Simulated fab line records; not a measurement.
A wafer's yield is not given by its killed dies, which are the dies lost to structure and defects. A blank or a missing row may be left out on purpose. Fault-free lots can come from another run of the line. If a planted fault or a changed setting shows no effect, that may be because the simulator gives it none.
What tool caused it? / flow n5 finfet / 12 lots with 36 wafers sampled at 4 steps, on a route of 1938 steps

WHAT EACH GAUGE READ, for each wafer
N5_DUMMY_GATE_INSPECT_27: inspects for defects (brightfield).
lot=L075; measured=day 3 05:13; on=defect inspect-01; raw defect count=312 344 372
lot=L077; measured=day 3 18:13; on=defect inspect-01; raw defect count=507 443 356
lot=L079; measured=day 4 05:38; on=defect inspect-01; raw defect count=295 224 209
lot=L081; measured=day 4 19:38; on=defect inspect-01; raw defect count=260 273 289
lot=L083; measured=day 5 04:49; on=defect inspect-02; raw defect count=280 254 236
lot=L085; measured=day 5 20:29; on=defect inspect-01; raw defect count=308 269 372
lot=L087; measured=day 6 05:56; on=defect inspect-02; raw defect count=290 289 357
lot=L089; measured=day 6 20:54; on=defect inspect-02; raw defect count=298 408 305
lot=L091; measured=day 7 05:31; on=defect inspect-01; raw defect count=174 193 200
lot=L093; measured=day 7 18:05; on=defect inspect-02; raw defect count=232 154 233
lot=L095; measured=day 8 04:35; on=defect inspect-02; raw defect count=261 228 234
lot=L097; measured=day 8 17:11; on=defect inspect-02; raw defect count=242 232 295

WHICH TOOL RAN EACH LOT (tool, then ch and the chambers of the sampled wafers, then the start)
lot=L075; N5_DUMMY_GATE_ALD_02=ald sin-02 ch 2,3, day 2 19:32; N5_DUMMY_GATE_ETCH_36=rie diel-05 ch 0,3, day 3 04:10; N5_DUMMY_GATE_ETCH_23=rie si-01 ch 0,1,3, day 3 04:46
lot=L077; N5_DUMMY_GATE_ALD_02=ald sin-03 ch 0,2,3, day 3 08:00; N5_DUMMY_GATE_ETCH_36=rie diel-01 ch 0,3, day 3 17:10; N5_DUMMY_GATE_ETCH_23=rie si-01 ch 1,2,3, day 3 17:46
lot=L079; N5_DUMMY_GATE_ALD_02=ald sin-04 ch 1,2, day 3 19:45; N5_DUMMY_GATE_ETCH_36=rie diel-03 ch 2,3, day 4 04:25; N5_DUMMY_GATE_ETCH_23=rie si-02 ch 0,1,2, day 4 05:01
lot=L081; N5_DUMMY_GATE_ALD_02=ald sin-03 ch 1,3, day 4 09:46; N5_DUMMY_GATE_ETCH_36=rie diel-01 ch 1,3, day 4 18:30; N5_DUMMY_GATE_ETCH_23=rie si-06 ch 0,3, day 4 19:06
lot=L083; N5_DUMMY_GATE_ALD_02=ald sin-03 ch 0,1,2, day 4 19:02; N5_DUMMY_GATE_ETCH_36=rie diel-03 ch 2,3, day 5 03:39; N5_DUMMY_GATE_ETCH_23=rie si-06 ch 0,2,3, day 5 04:22
lot=L085; N5_DUMMY_GATE_ALD_02=ald sin-04 ch 0,1,2, day 5 10:42; N5_DUMMY_GATE_ETCH_36=rie diel-05 ch 0,3, day 5 19:26; N5_DUMMY_GATE_ETCH_23=rie si-01 ch 1,3, day 5 20:02
lot=L087; N5_DUMMY_GATE_ALD_02=ald sin-02 ch 0,1, day 5 19:55; N5_DUMMY_GATE_ETCH_36=rie diel-01 ch 1,2, day 6 04:40; N5_DUMMY_GATE_ETCH_23=rie si-01 ch 0,1,3, day 6 05:25
lot=L089; N5_DUMMY_GATE_ALD_02=ald sin-03 ch 0,2,3, day 6 11:04; N5_DUMMY_GATE_ETCH_36=rie diel-01 ch 0,2, day 6 19:48; N5_DUMMY_GATE_ETCH_23=rie si-01 ch 0,2,3, day 6 20:27
lot=L091; N5_DUMMY_GATE_ALD_02=ald sin-02 ch 0,2,3, day 6 19:30; N5_DUMMY_GATE_ETCH_36=rie diel-01 ch 2,3, day 7 04:14; N5_DUMMY_GATE_ETCH_23=rie si-06 ch 0,1,3, day 7 05:04
lot=L093; N5_DUMMY_GATE_ALD_02=ald sin-03 ch 1,2,3, day 7 08:12; N5_DUMMY_GATE_ETCH_36=rie diel-03 ch 0,1,2, day 7 16:56; N5_DUMMY_GATE_ETCH_23=rie si-02 ch 2,3, day 7 17:32
lot=L095; N5_DUMMY_GATE_ALD_02=ald sin-03 ch 0,2,3, day 7 18:37; N5_DUMMY_GATE_ETCH_36=rie diel-01 ch 0,2,3, day 8 03:15; N5_DUMMY_GATE_ETCH_23=rie si-06 ch 1,2,3, day 8 03:56
lot=L097; N5_DUMMY_GATE_ALD_02=ald sin-03 ch 1,2,3, day 8 07:16; N5_DUMMY_GATE_ETCH_36=rie diel-01 ch 0,1,3, day 8 15:53; N5_DUMMY_GATE_ETCH_23=rie si-01 ch 1,2,3, day 8 16:44
- N5_DUMMY_GATE_ALD_02: deposits SiO2, target thk 2 nm, pulse time 1 s.
- N5_DUMMY_GATE_ETCH_36: etches SiARC in CF4, target depth 13 nm.
- N5_DUMMY_GATE_ETCH_23: etches poly-Si in HBr/Cl2/O2, target depth 41 nm, time 22.3 s.

THE ANSWER, worked out from the rows above alone
Rule: the usual values come from the lots themselves. Put in order of their means at a reading, lots are off if they are a third of the lots or fewer, leave a main group of 4 or more, and stand apart from it by a gap of 3 or more times the standard deviation of the main group's means; of several such gaps the widest counts. Not used: any main group whose means are identical at the precision the tables above print for the reading. A lot without any number at a reading at which 4 lots or more have one is off too. Where the step has rows for the other lots, those lots are counted as sound.
Nothing can be told from this: no lot is off at any reading shown.

WHAT THE SIMULATOR HAD PUT IN
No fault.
